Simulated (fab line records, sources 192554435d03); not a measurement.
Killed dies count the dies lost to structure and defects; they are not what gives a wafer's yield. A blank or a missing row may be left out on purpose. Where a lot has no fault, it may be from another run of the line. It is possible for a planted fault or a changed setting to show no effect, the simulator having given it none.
8D (eight disciplines) problem report, filled in by code | flow n5Finfet | the parts of the form that need people (team, actions taken, sign-off) are left out

== 1. PROBLEM STATEMENT ==
Wafers without a fault read 1499.9 rpm, standard deviation 0.91; spinSpeedRpm at N5_BEOL_M2_COAT_62 reads a mean of 1911.8 rpm on 6 wafers belonging to 2 lots. So: +99 or more standard deviations from the usual mean.
The step: time 60 s, resist thk 12 nm.
Seen first at day 8 12:32 on lithoTrack-01, wafer L489.1. Wafers with a number at this step in the record: 25, from 9 lots. Rule for "out" (also "out of limits"): further than 4 standard deviations from the usual mean. Any other wafer with a number is counted as sound.

== 2. WHAT IT IS, AND WHAT IT ISN'T ==
question                    | is                     | is not
which readings at this step | spinSpeedRpm           | chillPlateTempC
which lots                  | L489, L490             | L481, L484, L486, L491, L501, L503, L504
which wafers of those lots  | all that have a number | -
read on which tools         | lithoTrack-01          | lithoTrack-04, lithoTrack-05
when                        | from day 8 12:32       | up to then (8 sound wafers); but 11 sound wafers of L491, L501, L503, L504 came after

== 3. SUSPECTS, AND WHAT RULES EACH OUT ==
Counting: a tool stays on the suspect list if, at a process step up to the reading, it processed all lots that are out and no sound lot following the first of them.
- rtpAnneal-02 at N5_BEOL_M1_ANNEAL_51 (time 90 s): ruled out as a lasting fault. The sound lots L501, L503, L504 went through it after L489, its earliest lot that is out (day 8 11:07).
- lithoTrack-01 at N5_BEOL_M2_COAT_62 (time 60 s, resist thk 12 nm): ruled out as a lasting fault. The sound lots L503, L504 went through it after L489, its earliest lot that is out (day 8 12:32).
Left after counting: nothing in the record.

== 4. THE CAUSE (what the simulator had put in) ==
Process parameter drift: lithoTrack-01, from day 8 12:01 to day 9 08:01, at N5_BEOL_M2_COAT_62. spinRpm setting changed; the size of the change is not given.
Counting ruled it out, wrongly.

== 5. THE EFFECT CHAIN, in route order ==
One row per reading whose mean, taken over the struck wafers that have a number, lies over 3 standard deviations from the usual. Readings are gone through only where the record gives a usual standard deviation; hours: the median, over the lots, of the time from a lot's start at the first step in this table giving one to that lot's start at this step; sigmas: the change measured in usual standard deviations.
hours | step               | reading       | usual      | on struck wafers | change | sigmas
0     | N5_BEOL_M2_COAT_62 | spinSpeedRpm  | 1499.9 rpm | 1911.8           | +411.9 | +99 or more
0     | N5_BEOL_M2_ETCH_63 | etchRfOnTimeS | 25.9 s     | 23.0             | -2.9   | -4.2
Its process steps:
- N5_BEOL_M2_COAT_62: time 60 s, resist thk 12 nm.
- N5_BEOL_M2_ETCH_63: etches SiARC in CF4, target depth 15.6 nm, time 26 s.
Later steps that measure or inspect, where all struck wafers having a row at the step show a number for every such reading and not one has moved that far: N5_BEOL_M4_RC_MEAS_101.

== 6. HOW IT WOULD HAVE BEEN CAUGHT EARLIER ==
In this record the first reading out of limits was taken at day 8 12:32, 1 hour after the fault began at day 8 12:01.
